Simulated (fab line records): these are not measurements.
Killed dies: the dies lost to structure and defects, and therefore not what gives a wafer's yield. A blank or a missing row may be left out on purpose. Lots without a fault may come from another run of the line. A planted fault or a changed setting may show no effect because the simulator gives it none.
Split-lot trial || flow n5 finfet || 39 wafers read across 7 lots, on a route 1938 steps long

## SPLIT DETAILS
At N5_BEOL_M2_TRENCH_ETCH_37 (etches SiOC in C4F6/O2, target depth 55.555 nm, time 29.2 s), the setting target depth a was moved away from the recipe's 555.55 angstrom on 12 of the 39 wafers read, by -59.2% to +59.8%. The other wafers ran this setting at the recipe's value.

## FROM THE SPLIT TO THE READING: what the file shows between them, 8 steps
- N5_BEOL_M2_ETCH_41: etches SiCN in CH3F/O2, target depth 29.9 nm, time 52.5 s
- N5_BEOL_M2_STRIP_97: strips in N2/H2, time 10 s
- N5_BEOL_M2_OCD_MEAS_38
- N5_BEOL_M2_HM_STRIP_39: strips TiN in peroxide tin strip, target depth 25 nm, time 158 s
- N5_BEOL_M2_SRD_40: time 30 s
- N5_BEOL_M2_ECD_50: material Cu, target thk 300 nm
- N5_BEOL_M2_ANNEAL_51: time 90 s
- N5_BEOL_M2_CMP_52: polishes, stops on SiOC, t overpolish 6.8 s, target thk 40 nm

## THE READING
M2_THK, in nm, at N5_BEOL_M2_THK_MEAS_53 (measures by xrf). Typical for fault-free wafers on this fab line: 40.8 nm, with standard deviation 1.4 nm.

{"wafer": "L075.1", "tool, chamber at the split": "rie diel-01, 1", "target depth a as run, angstrom": 555.55, "against the recipe": "recipe", "M2_THK, nm": 42.1, "against lot-mates on the recipe": "-"}
{"wafer": "L075.2", "tool, chamber at the split": "rie diel-01, 0", "target depth a as run, angstrom": 345.4, "against the recipe": "-37.8%", "M2_THK, nm": 16.8, "against lot-mates on the recipe": -24.5}
{"wafer": "L075.3", "tool, chamber at the split": "rie diel-01, 3", "target depth a as run, angstrom": 345.4, "against the recipe": "-37.8%", "M2_THK, nm": 21.8, "against lot-mates on the recipe": -19.5}
{"wafer": "L075.4", "tool, chamber at the split": "rie diel-01, 2", "target depth a as run, angstrom": 555.55, "against the recipe": "recipe", "M2_THK, nm": 40.3, "against lot-mates on the recipe": "-"}
{"wafer": "L075.5", "tool, chamber at the split": "rie diel-01, 0", "target depth a as run, angstrom": 345.4, "against the recipe": "-37.8%", "M2_THK, nm": 19.7, "against lot-mates on the recipe": -21.6}
{"wafer": "L075.6", "tool, chamber at the split": "rie diel-01, 3", "target depth a as run, angstrom": 555.55, "against the recipe": "recipe", "M2_THK, nm": 41.5, "against lot-mates on the recipe": "-"}
{"wafer": "L074.1", "tool, chamber at the split": "rie diel-05, 3", "target depth a as run, angstrom": 555.55, "against the recipe": "recipe", "M2_THK, nm": 44.9, "against lot-mates on the recipe": "-"}
{"wafer": "L074.2", "tool, chamber at the split": "rie diel-05, 1", "target depth a as run, angstrom": 800.2, "against the recipe": "+44.0%", "M2_THK, nm": 65.5, "against lot-mates on the recipe": "+23.2"}
{"wafer": "L074.3", "tool, chamber at the split": "rie diel-05, 0", "target depth a as run, angstrom": 800.2, "against the recipe": "+44.0%", "M2_THK, nm": 66.9, "against lot-mates on the recipe": "+24.6"}
{"wafer": "L074.4", "tool, chamber at the split": "rie diel-05, 2", "target depth a as run, angstrom": 555.55, "against the recipe": "recipe", "M2_THK, nm": 40.7, "against lot-mates on the recipe": "-"}
{"wafer": "L074.5", "tool, chamber at the split": "rie diel-05, 1", "target depth a as run, angstrom": 800.2, "against the recipe": "+44.0%", "M2_THK, nm": 66.3, "against lot-mates on the recipe": "+24.0"}
{"wafer": "L074.6", "tool, chamber at the split": "rie diel-05, 2", "target depth a as run, angstrom": 555.55, "against the recipe": "recipe", "M2_THK, nm": 41.2, "against lot-mates on the recipe": "-"}
{"wafer": "L080.1", "tool, chamber at the split": "rie diel-02, 1", "target depth a as run, angstrom": 555.55, "against the recipe": "recipe", "M2_THK, nm": 39.5, "against lot-mates on the recipe": "-"}
{"wafer": "L080.2", "tool, chamber at the split": "rie diel-02, 0", "target depth a as run, angstrom": 226.5, "against the recipe": "-59.2%", "M2_THK, nm": 8.9, "against lot-mates on the recipe": -32.5}
{"wafer": "L080.3", "tool, chamber at the split": "rie diel-02, 2", "target depth a as run, angstrom": 226.5, "against the recipe": "-59.2%", "M2_THK, nm": 8.1, "against lot-mates on the recipe": -33.3}
{"wafer": "L080.4", "tool, chamber at the split": "rie diel-02, 3", "target depth a as run, angstrom": 555.55, "against the recipe": "recipe", "M2_THK, nm": 42.5, "against lot-mates on the recipe": "-"}
{"wafer": "L080.5", "tool, chamber at the split": "rie diel-02, 2", "target depth a as run, angstrom": 226.5, "against the recipe": "-59.2%", "M2_THK, nm": 9.1, "against lot-mates on the recipe": -32.3}
{"wafer": "L080.6", "tool, chamber at the split": "rie diel-02, 3", "target depth a as run, angstrom": 555.55, "against the recipe": "recipe", "M2_THK, nm": 42.3, "against lot-mates on the recipe": "-"}
{"wafer": "L082.1", "tool, chamber at the split": "rie diel-05, 3", "target depth a as run, angstrom": 555.55, "against the recipe": "recipe", "M2_THK, nm": 43.2, "against lot-mates on the recipe": "-"}
{"wafer": "L082.2", "tool, chamber at the split": "rie diel-05, 2", "target depth a as run, angstrom": 555.55, "against the recipe": "recipe", "M2_THK, nm": 40.2, "against lot-mates on the recipe": "-"}
{"wafer": "L082.3", "tool, chamber at the split": "rie diel-05, 0", "target depth a as run, angstrom": 888, "against the recipe": "+59.8%", "M2_THK, nm": 74.6, "against lot-mates on the recipe": "+33.8"}
{"wafer": "L082.4", "tool, chamber at the split": "rie diel-05, 1", "target depth a as run, angstrom": 888, "against the recipe": "+59.8%", "M2_THK, nm": 74.7, "against lot-mates on the recipe": "+33.9"}
{"wafer": "L082.5", "tool, chamber at the split": "rie diel-05, 2", "target depth a as run, angstrom": 888, "against the recipe": "+59.8%", "M2_THK, nm": 74.4, "against lot-mates on the recipe": "+33.6"}
{"wafer": "L082.6", "tool, chamber at the split": "rie diel-05, 1", "target depth a as run, angstrom": 555.55, "against the recipe": "recipe", "M2_THK, nm": 39.1, "against lot-mates on the recipe": "-"}
{"wafer": "L086.2", "tool, chamber at the split": "rie diel-02, 0", "target depth a as run, angstrom": 555.55, "against the recipe": "recipe", "M2_THK, nm": 41.2, "against lot-mates on the recipe": "-"}
{"wafer": "L086.3", "tool, chamber at the split": "rie diel-02, 3", "target depth a as run, angstrom": 555.55, "against the recipe": "recipe", "M2_THK, nm": 42.1, "against lot-mates on the recipe": "-"}
{"wafer": "L086.4", "tool, chamber at the split": "rie diel-02, 1", "target depth a as run, angstrom": 555.55, "against the recipe": "recipe", "M2_THK, nm": 40.5, "against lot-mates on the recipe": "-"}
{"wafer": "L089.1", "tool, chamber at the split": "rie diel-02, 0", "target depth a as run, angstrom": 555.55, "against the recipe": "recipe", "M2_THK, nm": 39.5, "against lot-mates on the recipe": "-"}
{"wafer": "L089.2", "tool, chamber at the split": "rie diel-02, 1", "target depth a as run, angstrom": 555.55, "against the recipe": "recipe", "M2_THK, nm": 40.7, "against lot-mates on the recipe": "-"}
{"wafer": "L089.3", "tool, chamber at the split": "rie diel-02, 2", "target depth a as run, angstrom": 555.55, "against the recipe": "recipe", "M2_THK, nm": 40.0, "against lot-mates on the recipe": "-"}
{"wafer": "L089.4", "tool, chamber at the split": "rie diel-02, 3", "target depth a as run, angstrom": 555.55, "against the recipe": "recipe", "M2_THK, nm": 42.3, "against lot-mates on the recipe": "-"}
{"wafer": "L089.5", "tool, chamber at the split": "rie diel-02, 0", "target depth a as run, angstrom": 555.55, "against the recipe": "recipe", "M2_THK, nm": 41.3, "against lot-mates on the recipe": "-"}
{"wafer": "L089.6", "tool, chamber at the split": "rie diel-02, 1", "target depth a as run, angstrom": 555.55, "against the recipe": "recipe", "M2_THK, nm": 40.1, "against lot-mates on the recipe": "-"}
{"wafer": "L090.1", "tool, chamber at the split": "rie diel-05, 1", "target depth a as run, angstrom": 555.55, "against the recipe": "recipe", "M2_THK, nm": 38.9, "against lot-mates on the recipe": "-"}
{"wafer": "L090.2", "tool, chamber at the split": "rie diel-05, 0", "target depth a as run, angstrom": 555.55, "against the recipe": "recipe", "M2_THK, nm": 41.3, "against lot-mates on the recipe": "-"}
{"wafer": "L090.3", "tool, chamber at the split": "rie diel-05, 2", "target depth a as run, angstrom": 555.55, "against the recipe": "recipe", "M2_THK, nm": 39.5, "against lot-mates on the recipe": "-"}
{"wafer": "L090.4", "tool, chamber at the split": "rie diel-05, 1", "target depth a as run, angstrom": 555.55, "against the recipe": "recipe", "M2_THK, nm": 38.9, "against lot-mates on the recipe": "-"}
{"wafer": "L090.5", "tool, chamber at the split": "rie diel-05, 2", "target depth a as run, angstrom": 555.55, "against the recipe": "recipe", "M2_THK, nm": 38.4, "against lot-mates on the recipe": "-"}
{"wafer": "L090.6", "tool, chamber at the split": "rie diel-05, 0", "target depth a as run, angstrom": 555.55, "against the recipe": "recipe", "M2_THK, nm": 41.3, "against lot-mates on the recipe": "-"}

FIT RESULTS
A straight line over all 39 wafers: M2_THK changes by +0.559 nm for each +1% of target depth a; r = +1.00; the points scatter about the line by 1.4 nm.
The same after taking each lot's own level away (the mean of its wafers on the recipe; 39 wafers): +0.558 nm for each +1%; r = +1.00; scatter 1.3 nm.
On that fit, the largest move of target depth a shifts the reading by 33 nm.
Measured against the standard deviation above, the lots' own levels, which go from 39.72 to 42.27 nm, span 1.8 times it.
So the lot-to-lot level changes the slope little: the two slopes agree.
Check: for one of the wafers moved furthest among these (+59.8%), held out of the fit, the line's prediction against its lot-mates is +33.3 nm. Against them it came out at +33.8 nm.

## THE WHOLE CHAIN: every reading that the file lists as answering this split, in the file's order
{"step": "N5_BEOL_M2_TRENCH_ETCH_37", "what it does": "etches SiOC in C4F6/O2, target depth 55.555 nm, time 29.2 s", "reading": "etch.depth nm (the simulator's own value, which no gauge read)", "change (the file's fit)": "+0.552 nm for each +1% of the setting", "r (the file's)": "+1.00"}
{"step": "N5_BEOL_M2_TRENCH_ETCH_37", "what it does": "etches SiOC in C4F6/O2, target depth 55.555 nm, time 29.2 s", "reading": "BEOL_M2.feature depth nm (the simulator's own value, which no gauge read)", "change (the file's fit)": "+0.552 nm for each +1% of the setting", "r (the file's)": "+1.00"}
{"step": "N5_BEOL_M2_TRENCH_ETCH_37", "what it does": "etches SiOC in C4F6/O2, target depth 55.555 nm, time 29.2 s", "reading": "TiN_of_BEOL_M2_HM_DEP_02.thk nm (the simulator's own value, which no gauge read)", "change (the file's fit)": "-0.0249 nm for each +1% of the setting", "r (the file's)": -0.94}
{"step": "N5_BEOL_M2_OCD_MEAS_38", "what it does": "", "reading": "trench depth nm", "change (the file's fit)": "+0.551 nm for each +1% of the setting", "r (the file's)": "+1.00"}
{"step": "N5_BEOL_M2_CMP_52", "what it does": "polishes, stops on SiOC, t overpolish 6.8 s, target thk 40 nm", "reading": "Cu_of_BEOL_M2_ECD_50.thk nm (the simulator's own value, which no gauge read)", "change (the file's fit)": "+0.553 nm for each +1% of the setting", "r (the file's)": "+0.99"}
{"step": "N5_BEOL_M2_THK_MEAS_53", "what it does": "measures by xrf", "reading": "M2_THK", "change (the file's fit)": "+0.559 for each +1% of the setting", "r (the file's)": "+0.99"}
{"step": "N5_BEOL_M2_RS_MEAS_58", "what it does": "measures by four-point-probe", "reading": "M2_RS", "change (the file's fit)": "not straight: 5.636 at the lowest setting, 0.661 at the recipe, 0.316 at the highest", "r (the file's)": "not given"}

## THE FILE'S OWN FIT
M2_THK changes by +0.559 nm for each +1% of target depth a, r = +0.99.
